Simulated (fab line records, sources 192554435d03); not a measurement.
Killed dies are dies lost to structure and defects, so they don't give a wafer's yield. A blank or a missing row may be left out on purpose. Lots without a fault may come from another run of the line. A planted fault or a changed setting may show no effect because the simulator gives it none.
Chamber matching | flow n5_finfet | N5_BEOL_M15_DEP_53 on pecvd-02: 3 sister chambers
The step deposits SiCN from 3MS/NH3, target thk 50 nm, time 17.8 s. 18 wafers are shown with their chamber, then 9 later ones without.

WAFERS WITH THEIR CHAMBER
wafer  | chamber | showerhead_plenum_p_Torr (Torr) | throttle_valve_pct (%) | rf_fwd_power_W (W)
L075.2 | 2       | 4.172                           | 16.5                   | 670
L075.4 | 2       | 4.170                           | 16.4                   | 672
L075.6 | 1       | 4.124                           | 16.4                   | 671
L077.1 | 0       | 4.146                           | 17.1                   | 665
L077.2 | 1       | 4.135                           | 16.6                   | 670
L077.5 | 1       | 4.121                           | 16.9                   | 669
L078.2 | 0       | 4.143                           | 17.0                   | 667
L078.4 | 0       | 4.117                           | 17.2                   | 662
L078.6 | 0       | 4.149                           | 17.1                   | 667
L084.2 | 1       | 4.129                           | 16.8                   | 673
L084.4 | 1       | 4.120                           | 16.6                   | 670
L084.5 | 2       | 4.163                           | 16.7                   | 669
L085.1 | 1       | 4.128                           | 16.6                   | 671
L085.3 | 2       | 4.157                           | 16.6                   | 676
L085.5 | 1       | 4.120                           | 16.8                   | 670
L091.2 | 2       | 4.177                           | 16.6                   | 668
L091.5 | 1       | 4.130                           | 16.8                   | 670
L091.6 | 2       | 4.166                           | 16.7                   | 668

SIGNATURES (means of the wafers above)
reading                  | chamber 0 | chamber 1 | chamber 2 | scatter within a chamber
showerhead_plenum_p_Torr | 4.13875   | 4.12587   | 4.16750   | 0.0086
throttle_valve_pct       | 17.100    | 16.688    | 16.583    | 0.136
rf_fwd_power_W           | 665.25    | 670.50    | 670.50    | 2.22
Rule: a wafer's distance from a chamber is the root of the sum, over the readings, of the square of ((its reading less the chamber's mean) divided by the reading's scatter). The wafer belongs to the nearest chamber; if the next one is less than 2 further off, it can't be placed. The scatter: the root of (the sum of the squares of (reading less its chamber's mean) over the shown wafers, divided by (wafers less chambers)).

WAFERS WITHOUT THEIR CHAMBER
wafer  | showerhead_plenum_p_Torr (Torr) | throttle_valve_pct (%) | rf_fwd_power_W (W)
L094.1 | 4.135                           | 17.2                   | 661
L094.5 | 4.148                           | 17.1                   | 663
L094.6 | 4.126                           | 16.8                   | 669
L092.1 | 4.144                           | 17.1                   | 666
L092.2 | 4.160                           | 17.1                   | 668
L092.4 | 4.130                           | 17.2                   | 666
L096.1 | 4.135                           | 17.1                   | 661
L096.4 | 4.174                           | 16.7                   | 668
L096.5 | 4.137                           | 17.2                   | 662

WHICH CHAMBER EACH WENT THROUGH
wafer  | from the rows above     | in truth
L094.1 | 0                       | 0
L094.5 | 0                       | 0
L094.6 | 1                       | 1
L092.1 | 0                       | 0
L092.2 | can't be placed: 0 or 2 | 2
L092.4 | 0                       | 0
L096.1 | 0                       | 0
L096.4 | 2                       | 2
L096.5 | 0                       | 0
Placed correctly: 8 of 9. Can't be placed from these rows: 1 (the true chamber is among the candidates in 1). Placed wrongly: 0.
